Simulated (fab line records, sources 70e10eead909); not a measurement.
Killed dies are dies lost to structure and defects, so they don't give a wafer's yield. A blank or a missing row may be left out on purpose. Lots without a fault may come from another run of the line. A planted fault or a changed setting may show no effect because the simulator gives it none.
fab line records | flow nand_harc
record lots=11 wafers=33 last_day=33
route steps=1302 shown A_WL_FILL@967 A_CONTACT@994 END@1302
lots that met no fault: from a run of the same line without faults
start_h: hours from the record's first day to the start of the lot's first wafer shown | wait_h: hours since the lot's step before | " the same as in the row above | L1.1+2: a row that stands for several wafers | - no value, or no start given | * or withheld: withheld | < > ~ a bound
route shown NAME@n: a module of which the file shows steps, and the number in the route of the first | usual: mean/standard deviation of fault-free wafers | same: alike in all rows | chamber/n: place in a boat | sites: the reading at each site | _std_site: their standard deviation | _edge_site: outer sites' mean less inner sites' | radius_mm: how far each site lies from the wafer's centre | mask NAME#n: copy n | behind: the tool/chamber that last shaped the wafer | hold: why the lot was held/for how many hours/how that ended | device: the transistor (n, p or np) that didn't switch | end of line: the same wafers' tests at the end of the route | a step without rows: its recipe alone | killed: dies lost to structure and defects at the first sort, not the wafer's yield | map: a wafer's dies, x killed, . not, _ none there
set.NAME: the setting as run; set.NAME@STEP: as run at that earlier step | model.NAME: the simulator's own value behind a step, which no gauge read
steps of the route over a sample of lots; a table a step, a row a wafer
services: from which hour (start_h, from the record's first day; less than 0 if before it) a tool's chamber was out of use, for how many hours, and why
## steps
# step NHARC_A_WL_FILL_STRIP_29
# recipe time_s=20 o2_flow_sccm=500 ar_flow_sccm=0 bias_w=0 chemistry=O2
# usual drypump_motor_current_A=5.42/0.29 mfc_ar_sccm=0.017/0.015 oes_product_au=0.997/0.011 rf_vpp_V=57.8/0.87 showerhead_plenum_p_Torr=3.55/0.14 throttle_valve_pct=17.037/0.0091
# columns lot.wafer tool chamber start_h wait_h drypump_motor_current_A mfc_ar_sccm oes_product_au rf_hours_counter_h rf_vpp_V showerhead_plenum_p_Torr throttle_valve_pct
L202.1 rie_diel-12 1 487.96 0.1 5.52 0.032 0.990 0.5 57.8 3.36 17.014
L202.2 " 3 " " 5.42 0 1.000 0.9 58.1 3.56 17.037
L202.5 " 2 " " 4.86 0.017 1.002 - 57.8 3.64 17.042
L207.2 rie_diel-13 0 539.60 0.1 5.70 0.030 0.984 0.1 57.5 3.55 17.028
L207.5 " 3 " " 5.22 0.038 0.987 - 57.4 3.76 17.032
L207.6 " 0 " " 5.71 0.030 0.989 - 58.4 3.55 17.034
L209.3 rie_diel-13 1 550.59 0.1 5.72 0.032 1.019 0.4 58.8 3.43 17.038
L209.1 " 2 " " 5.68 0 0.986 0.5 59.2 3.72 17.042
L209.5 " 2 " " 5.69 0 0.984 - 58.3 3.72 17.041
L208.1 rie_diel-12 3 550.91 0.1 5.46 0 0.998 3.0 58.5 3.55 17.011
L208.2 " 1 " " 5.53 0.032 1.001 3.1 55.7 3.36 17.042
L208.4 " 2 " " 4.85 0.017 1.003 2.8 58.0 3.64 17.031
L212.4 rie_diel-12 2 596.60 0.1 4.85 0.017 1.001 4.3 59.5 3.64 17.041
L212.1 " 1 " " 5.58 0.032 1.002 4.7 58.6 3.36 17.053
L212.6 " 3 " " 5.43 0 0.996 - 57.1 3.55 17.030
L213.2 rie_diel-13 3 600.70 0.1 5.20 0.038 0.988 1.0 58.7 3.76 17.022
L213.1 " 2 " " 5.67 0 0.984 1.1 57.4 3.72 17.022
L213.5 " 3 " " 5.21 0.038 0.989 - 59.4 3.76 17.043
L216.3 rie_diel-04 1 624.54 0.1 4.85 0 1.000 4.5 57.6 3.38 17.038
L216.6 " 2 " " 5.04 0.013 1.009 - 56.2 3.62 17.039
L216.5 " 3 " " 5.48 0.019 0.990 - 58.7 3.48 17.048
L220.4 rie_diel-13 0 647.42 0.1 5.68 0.030 0.994 2.1 57.5 3.55 17.036
L220.1 " 1 " " 5.76 0.032 1.018 2.2 57.4 3.43 17.028
L220.6 " 0 " " 5.69 0.030 0.991 - 57.6 3.55 17.038
L219.1 rie_diel-13 0 667.70 0.1 5.69 0.030 0.999 2.8 58.8 3.55 17.028
L219.2 " 2 " " 5.69 0 0.989 3.1 58.9 3.71 17.036
L219.3 " 3 " " 5.20 0.038 0.988 2.7 58.0 3.76 17.045
L224.4 rie_diel-12 3 700.77 0.1 5.46 0 1.001 1.6 57.6 3.55 17.030
L224.1 " 1 " " 5.58 0.032 1.006 1.6 57.6 3.36 17.045
L224.6 " 3 " " 5.45 0 0.996 - 59.2 3.55 17.043
L225.3 rie_diel-12 3 700.81 0.1 5.42 0 1.001 1.6 58.2 3.55 17.044
L225.4 " 1 " " 5.51 0.032 1.006 1.6 56.5 3.36 17.025
L225.6 " 3 " " 5.44 0 0.994 - 57.5 3.55 17.041
# step NHARC_A_CONTACT_EXPOSE_39
# recipe na=1.35 sigma_outer=0.8 dose_mj=58.79 mask_id=A_CC_3
# usual exposure_dose_mJ_cm2=58.79/0.054
# same na=1.35 sigma_outer=0.8
# columns lot.wafer tool chamber start_h wait_h mask exposure_dose_mJ_cm2
L202.1 arfi_scanner-01 0 500.01 - A_CC_3#0 58.79
L202.2 " 0 " " A_CC_3#0 58.77
L202.5 " 0 " " A_CC_3#0 58.84
L207.2 arfi_scanner-03 0 553.00 - A_CC_3#0 58.76
L207.5 " 0 " " A_CC_3#0 58.68
L207.6 " 0 " " A_CC_3#0 58.71
L208.1 arfi_scanner-02 0 562.67 - A_CC_3#0 58.67
L208.2 " 0 " " A_CC_3#0 58.81
L208.4 " 0 " " A_CC_3#0 58.73
L209.1 arfi_scanner-01 0 563.55 - A_CC_3#0 58.86
L209.3 " 0 " " A_CC_3#0 58.74
L209.5 " 0 " " A_CC_3#0 58.83
L212.1 arfi_scanner-03 0 608.48 - A_CC_3#0 58.83
L212.4 " 0 " " A_CC_3#0 58.78
L212.6 " 0 " " A_CC_3#0 58.79
L213.1 arfi_scanner-01 0 615.21 - A_CC_3#0 58.84
L213.2 " 0 " " A_CC_3#0 58.83
L213.5 " 0 " " A_CC_3#0 58.84
L216.3 arfi_scanner-03 0 636.27 - A_CC_3#0 79.82
L216.5 " 0 " " A_CC_3#0 79.65
L216.6 " 0 " " A_CC_3#0 79.79
L220.1 arfi_scanner-03 0 662.88 - A_CC_3#0 75.61
L220.4 " 0 " " A_CC_3#0 75.61
L220.6 " 0 " " A_CC_3#0 75.60
L219.1 arfi_scanner-02 0 683.76 - A_CC_3#0 58.76
L219.2 " 0 " " A_CC_3#0 58.74
L219.3 " 0 " " A_CC_3#0 58.72
L224.1 arfi_scanner-02 0 714.27 - A_CC_3#0 58.92
L224.4 " 0 " " A_CC_3#0 58.83
L224.6 " 0 " " A_CC_3#0 58.89
L225.3 arfi_scanner-02 0 714.95 - A_CC_3#0 58.78
L225.4 " 0 " " A_CC_3#0 58.72
L225.6 " 0 " " A_CC_3#0 58.78
# step NHARC_A_CONTACT_CD_MEAS_42
# recipe target_cd_nm=300 landing_energy_ev=500
# usual cd_nm=299.9/0.59
# columns lot.wafer tool chamber start_h wait_h cd_nm
L202.1 cd_sem-01 0 500.16 - 299.5
L202.2 " 0 " " 300.1
L202.5 " 0 " " 299.6
L207.2 cd_sem-03 0 553.14 - 299.6
L207.5 " 0 " " 300.9
L207.6 " 0 " " 300.0
L208.1 cd_sem-01 0 562.80 - 299.1
L208.2 " 0 " " 300.3
L208.4 " 0 " " 300.7
L209.1 cd_sem-01 0 563.69 - 300.9
L209.3 " 0 " " 300.3
L209.5 " 0 " " 299.9
L212.1 cd_sem-01 0 608.62 - 299.8
L212.4 " 0 " " 299.4
L212.6 " 0 " " 299.5
L213.1 cd_sem-02 0 615.35 - 298.4
L213.2 " 0 " " 300.1
L213.5 " 0 " " 299.7
L216.3 cd_sem-03 0 636.41 - 316.9
L216.5 " 0 " " 316.9
L216.6 " 0 " " 316.6
L220.1 cd_sem-02 0 663.02 - 313.1
L220.4 " 0 " " 314.1
L220.6 " 0 " " 313.5
L219.1 cd_sem-01 0 683.90 - 300.3
L219.2 " 0 " " 300.1
L219.3 " 0 " " 300.0
L224.1 cd_sem-03 0 714.41 - 300.2
L224.4 " 0 " " 300.5
L224.6 " 0 " " 300.7
L225.3 cd_sem-01 0 715.08 - 300.0
L225.4 " 0 " " 299.3
L225.6 " 0 " " 299.0
# step NHARC_A_CONTACT_INSPECT_44
# usual raw_defect_count=80/36
# columns lot.wafer tool chamber start_h wait_h raw_defect_count
L202.1 defect_inspect-02 - 500.28 0.0 18
L202.2 " - " " 25
L202.5 " - " " 28
L207.2 defect_inspect-02 - 553.26 0.0 57
L207.5 " - " " 48
L207.6 " - " " 60
L208.1 defect_inspect-02 - 562.93 0.0 70
L208.2 " - " " 65
L208.4 " - " " 78
L209.1 defect_inspect-01 - 563.81 0.0 107
L209.3 " - " " 109
L209.5 " - " " 111
L212.1 defect_inspect-02 - 608.75 0.0 80
L212.4 " - " " 82
L212.6 " - " " 75
L213.1 defect_inspect-02 - 615.47 0.0 12
L213.2 " - " " 17
L213.5 " - " " 16
L216.3 defect_inspect-02 - 636.53 0.0 94
L216.5 " - " " 87
L216.6 " - " " 106
L220.1 defect_inspect-01 - 663.15 0.0 52
L220.4 " - " " 55
L220.6 " - " " 58
L219.1 defect_inspect-02 - 684.03 0.0 61
L219.2 " - " " 56
L219.3 " - " " 58
L224.1 defect_inspect-01 - 714.54 0.0 105
L224.4 " - " " 106
L224.6 " - " " 106
L225.3 defect_inspect-02 - 715.20 0.0 46
L225.4 " - " " 35
L225.6 " - " " 36
# step NHARC_A_CONTACT_DESCUM_47
# recipe time_s=3 o2_flow_sccm=200 ar_flow_sccm=0 bias_power_w=0 chemistry=O2
# usual drypump_motor_current_A=5.8/0.56 mfc_ar_sccm=0.013/0.01 oes_product_au=1.001/0.0095 rf_vpp_V=57.6/0.86 showerhead_plenum_p_Torr=1.88/0.078 throttle_valve_pct=11.311/0.0099
# columns lot.wafer tool chamber start_h wait_h drypump_motor_current_A mfc_ar_sccm oes_product_au rf_hours_counter_h rf_vpp_V showerhead_plenum_p_Torr throttle_valve_pct
L202.2 rie_diel-11 3 500.36 0.1 5.1 0.030 0.996 11 58.7 1.99 11.312
L202.1 " 1 " " 5.3 0.005 1.001 8 57.4 1.89 11.300
L202.5 " 3 " " 5.1 0.030 0.996 - 58.2 1.99 11.317
L207.2 rie_diel-11 1 553.35 0.1 5.3 0.005 0.995 18 57.8 1.89 11.314
L207.6 " 2 " " 6.7 0.012 1.002 - 56.7 1.78 11.311
L207.5 " 3 " " 5.2 0.030 1.014 - 58.0 1.99 11.302
L208.4 rie_diel-11 2 563.00 0.1 6.6 0.012 0.998 22 57.4 1.78 11.306
L208.2 " 3 " " 5.1 0.030 1.000 26 59.5 1.99 11.311
L208.1 " 0 " " 6.0 0.017 1.010 19 57.5 1.88 11.307
L209.1 rie_diel-10 0 563.89 0.1 5.5 0.017 1.001 49 56.6 1.91 11.296
L209.3 " 1 " " 6.5 0.008 1.011 50 59.6 1.90 11.323
L209.5 " 3 " " 4.7 0 0.990 - 56.5 1.89 11.319
L212.1 rie_diel-11 1 608.86 0.1 5.3 0.005 0.994 27 56.3 1.89 11.317
L212.4 " 3 " " 5.2 0.030 1.008 33 56.8 1.98 11.300
L212.6 " 2 " " 6.7 0.012 1.002 - 57.4 1.78 11.327
L213.1 rie_diel-03 1 615.54 0.1 5.7 0.006 1.005 36 57.8 1.81 11.314
L213.2 " 3 " " 5.9 0.033 1.006 35 58.6 1.98 11.313
L213.5 " 0 " " 5.9 0 1.016 - 56.9 1.79 11.298
L216.3 rie_diel-10 3 636.61 0.1 4.7 0 1.006 11 58.9 1.88 11.297
L216.5 " 0 " " 5.4 0.017 0.996 - 57.1 1.90 11.309
L216.6 " 1 " " 6.4 0.008 0.999 - 57.9 1.89 11.306
L220.4 rie_diel-11 0 663.21 0.1 6.0 0.017 1.003 13 56.5 1.87 11.299
L220.1 " 1 " " 5.3 0.005 1.006 4 57.7 1.88 11.318
L220.6 " 0 " " 6.0 0.017 0.993 - 58.4 1.87 11.299
L219.3 rie_diel-11 1 684.10 0.1 5.3 0.005 0.992 8 56.0 1.88 11.289
L219.1 " 2 " " 6.6 0.012 1.012 15 57.1 1.77 11.305
L219.2 " 3 " " 5.1 0.030 1.011 13 58.5 1.98 11.325
L224.1 rie_diel-10 1 714.60 0.1 6.4 0.008 0.992 40 56.7 1.88 11.302
L224.4 " 3 " " 4.7 0 1.011 43 56.9 1.87 11.297
L224.6 " 1 " " 6.5 0.008 0.982 - 55.6 1.88 11.309
L225.4 rie_diel-03 1 715.27 0.1 5.7 0.006 0.994 25 58.0 1.80 11.319
L225.3 " 3 " " 5.9 0.033 0.998 22 58.6 1.97 11.313
L225.6 " 0 " " 6.0 0 1.004 - 56.9 1.77 11.303
# step NHARC_END_SORT_01
# recipe temp_c=25
# usual killed_at_array=57/20 killed_at_other=1.3/1.4 killed_at_periphery=3.4/2.4 killed_dies=61/19 killed_open=2.9/1.8 killed_short=2.5/1.6
# same gross_dies=677
# columns lot.wafer tool chamber start_h wait_h killed_at_array killed_at_other killed_at_periphery killed_dies killed_open killed_short
L213.1 prober-02 0 690.71 2.5 27 2 6 35 9 3
L216.3 prober-01 0 706.76 3.1 64 1 0 65 0 2
L216.5 prober-01 0 708.39 3.7 63 2 1 66 4 1
L216.6 prober-01 0 709.20 4.1 68 0 2 70 2 4
# killed by level:class
L213.1 A_CONTACT:chamber_film_flake=8 A_M0:geometric_particle:open=4 A_CHANNEL_HOLE_D1:chamber_film_flake=4 P_GATE:chamber_film_flake=3 A_M1:geometric_particle:open=2 P_M2:chamber_film_flake=2 THIN_TSV:chamber_film_flake=2 P_CONTACT:geometric_particle:open=1
L216.3 A_CHANNEL_HOLE_D1:chamber_film_flake=32 A_CHANNEL_HOLE_D2:chamber_film_flake=20 A_SLIT:chamber_film_flake=5 A_CHANNEL_FILL_D2:chamber_film_flake=2 A_CONTACT:chamber_film_flake=2 A_CHANNEL_FILL_D1:geometric_particle:short=1 A_WL_FILL:geometric_particle:short=1 A_STAIRCASE:chamber_film_flake=1
L216.5 A_CHANNEL_HOLE_D1:chamber_film_flake=37 A_CHANNEL_HOLE_D2:chamber_film_flake=19 THIN_TSV:chamber_film_flake=2 A_CHANNEL_FILL_D1:geometric_particle:open=1 A_CHANNEL_FILL_D2:geometric_particle:open=1 A_WL_FILL:geometric_particle:open=1 A_CONTACT:geometric_particle:open=1 A_BLC:geometric_particle:short=1
L216.6 A_CHANNEL_HOLE_D1:chamber_film_flake=31 A_CHANNEL_HOLE_D2:chamber_film_flake=27 A_DECK1_JOINT:chamber_film_flake=2 P_M1:geometric_particle:open=1 A_ONON_D1:geometric_particle:short=1 A_CHANNEL_FILL_D1:geometric_particle:open=1 A_CHANNEL_FILL_D1:geometric_particle:short=1 A_DECK1_JOINT:geometric_particle:short=1
## services
# columns tool chamber start_h hours kind
rie_diel-11 1 473.45 8.3 repair
rie_diel-11 2 473.73 9.8 repair
rie_diel-13 0 480.51 2.8 repair
rie_diel-12 1 482.04 4.7 repair
arfi_scanner-02 - 484.00 4.0 pm
rie_diel-11 0 492.04 19.1 repair
arfi_scanner-03 - 500.38 0.2 repair
arfi_scanner-03 - 510.09 0.2 repair
rie_diel-13 2 510.39 6.3 repair
rie_diel-13 - 519.07 9.0 pm
rie_diel-12 0 533.87 3.0 repair
arfi_scanner-03 - 540.00 4.0 pm
rie_diel-11 1 543.25 4.5 repair
arfi_scanner-02 - 566.78 2.5 repair
rie_diel-12 - 567.90 0.4 repair
arfi_scanner-03 - 577.89 0.9 repair
rie_diel-13 1 587.87 2.6 repair
rie_diel-13 3 603.91 10.9 repair
rie_diel-11 - 610.24 9.0 pm
rie_diel-12 - 622.40 9.0 pm
rie_diel-11 3 635.16 5.8 repair
arfi_scanner-02 - 656.00 4.0 pm
rie_diel-13 1 666.26 7.7 repair
rie_diel-13 - 696.07 9.0 pm
## key
first_sign step=NHARC_A_CONTACT_EXPOSE_39 reading=exposure_dose_mJ_cm2 direction=up sigmas=99+ usual=58.79 struck=77.68
effect step=NHARC_A_CONTACT_CD_MEAS_42 reading=cd_nm direction=up sigmas=26 usual=299.9 struck=315.2 through=control_loop
met_at NHARC_A_CONTACT_EXPOSE_39
struck_lots L216,L220
tester_left_out L216,L220
loop_trim step=NHARC_A_CONTACT_EXPOSE_39 setting=dose lots=L220
not_acting_at NHARC_A_WL_FILL_STRIP_29,NHARC_A_CONTACT_INSPECT_44,NHARC_A_CONTACT_DESCUM_47
onset_between 608.48 636.27
fault kind=process_parameter_drift tool=arfi_scanner-03 chamber=- onset_h=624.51 steps=NHARC_A_CONTACT_EXPOSE_39 channel=dose_mj offset=20.983 shape=step acts_in=these_recipes_only stated=58.79
# tester_left_out: of these lots the tester's yield and bins aren't shown, on N5 and GAA mostly nor the transistor test; their killed dies are dies lost to structure and defects alone, not to doping, threshold or leakage, so they don't give the yield
# loop_trim: a control loop set the setting to another value than it would have without faults
